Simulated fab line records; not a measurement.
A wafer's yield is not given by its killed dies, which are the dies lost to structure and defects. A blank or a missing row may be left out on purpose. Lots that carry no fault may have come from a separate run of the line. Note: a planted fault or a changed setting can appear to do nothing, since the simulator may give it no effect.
Code-filled problem report in 8D (eight disciplines) form | flow nand_harc | the parts of the form that need people (team, actions taken, sign-off) are left out

1. WHAT WENT WRONG
Wafers with no fault read 55 with a standard deviation of 17, whereas killed_at_array at NHARC_END_SORT_01 reads a mean of 197 on 1 wafer of 1 lot. That is +8.4 standard deviations from the usual mean.
First seen on wafer L732.3, day 32 01:34, on prober-02. The record holds 3 wafers of 1 lot with a number at this step. Rule for "out" (also "out of limits"): further than 4 standard deviations from the usual mean. Any other wafer with a number is counted as sound.

2. WHAT IT IS, WHAT IT ISN'T
question                    | is                           | is not
which readings at this step | killed_at_array, killed_dies | killed_at_other, killed_at_periphery, killed_open
which lots                  | L732                         | -
which wafers of those lots  | L732.3                       | L732.5, L732.6
read on which gauges        | prober-02                    | -
when                        | from day 32 01:34            | up to then (0 sound wafers); but 2 sound wafers of L732 came after

3. THE SUSPECTS, EACH WITH WHAT RULES IT OUT
Counting: any tool at a process step up to the reading remains a suspect provided it ran every lot that is out. Sound lots after the first of them don't rule it out here, since some wafers of a struck lot are sound.
- the gauge at NHARC_END_SORT_01: ruled out. All the wafers that are out were read on prober-02, but those of them that NHARC_A_CONTACT_ETCH_48 has rows for are out there too, on other tools.
- cmp-02 at NHARC_A_WL_FILL_CMP_12 (polishes, t overpolish 30 s, target thk 100 nm): kept. It ran the lot that is out, L732 (day 28 19:13).
- acl_dep-02 at NHARC_A_CONTACT_DEP_28 (deposits aC, target thk 7000 nm): kept. It ran the lot that is out, L732 (day 29 00:05).
- rie_diel-06 at NHARC_A_CONTACT_ETCH_48 (etches the open film in CF4, target depth 39 nm, time 65 s): kept. It ran the lot that is out, L732 (day 29 03:59). Its own run_length_s readings are out on those wafers.
- har_cap_etch-02 at NHARC_A_CONTACT_ETCH_111 (etches the open film in C4F8/O2/Ar, time 140 s, target depth 700 nm): kept. It ran the lot that is out, L732 (day 29 05:48).
- In cmp-02 at NHARC_A_WL_FILL_CMP_12, the wafers that are out were processed in chamber 1 and their sound lot-mates in chambers 0, 3.
- In rie_diel-06 at NHARC_A_CONTACT_ETCH_48, the wafers that are out were processed in chamber 0 and their sound lot-mates in chambers 2, 3.
Left after counting: cmp-02 at NHARC_A_WL_FILL_CMP_12, acl_dep-02 at NHARC_A_CONTACT_DEP_28, rie_diel-06 at NHARC_A_CONTACT_ETCH_48, har_cap_etch-02 at NHARC_A_CONTACT_ETCH_111.

4. THE CAUSE (what the simulator had put in)
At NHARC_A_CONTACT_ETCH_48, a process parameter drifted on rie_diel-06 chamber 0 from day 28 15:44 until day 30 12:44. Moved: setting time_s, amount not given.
After counting, 4 suspects remain, this tool included.

5. SEQUENCE OF EFFECTS, ordered by route
Each row: a reading where the mean over the struck wafers with a number is more than 3 standard deviations away from the usual. Only readings for which the record gives a usual standard deviation are gone through. hours: the time from each lot's start at the first step in this table that gives one to its start at this step, as a median over the lots. sigmas: the change in usual standard deviations.
hours | step                    | reading         | usual  | on struck wafers | change | sigmas
0     | NHARC_A_CONTACT_ETCH_48 | run_length_s    | 86.2 s | 69.0             | -17.2  | -38
70    | NHARC_END_SORT_01       | killed_at_array | 55     | 197              | +142   | +8.4
70    | NHARC_END_SORT_01       | killed_dies     | 59     | 203              | +144   | +8.0
70    | NHARC_END_SORT_01       | killed_short    | 2.6    | 8.0              | +5.4   | +3.4
Here are the process steps it includes:
- NHARC_A_CONTACT_ETCH_48: etches the open film in CF4, target depth 39 nm, time 65 s.

6. HOW IT WOULD HAVE BEEN CAUGHT EARLIER
Counted from the fault's start at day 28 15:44, it took 82 hours until the first out-of-limits reading at a measuring or inspecting step in this record, taken at day 32 01:34.
Tool's own readings at NHARC_A_CONTACT_ETCH_48, run_length_s: out on all struck wafers the step has rows for; an alarm limit on them would have tripped on the first.
Each of the lots that are out, 1 in all, had begun NHARC_A_CONTACT_ETCH_48 on rie_diel-06 no later than day 32 01:34. Had the tool been put on hold then, not one of them would have been saved.
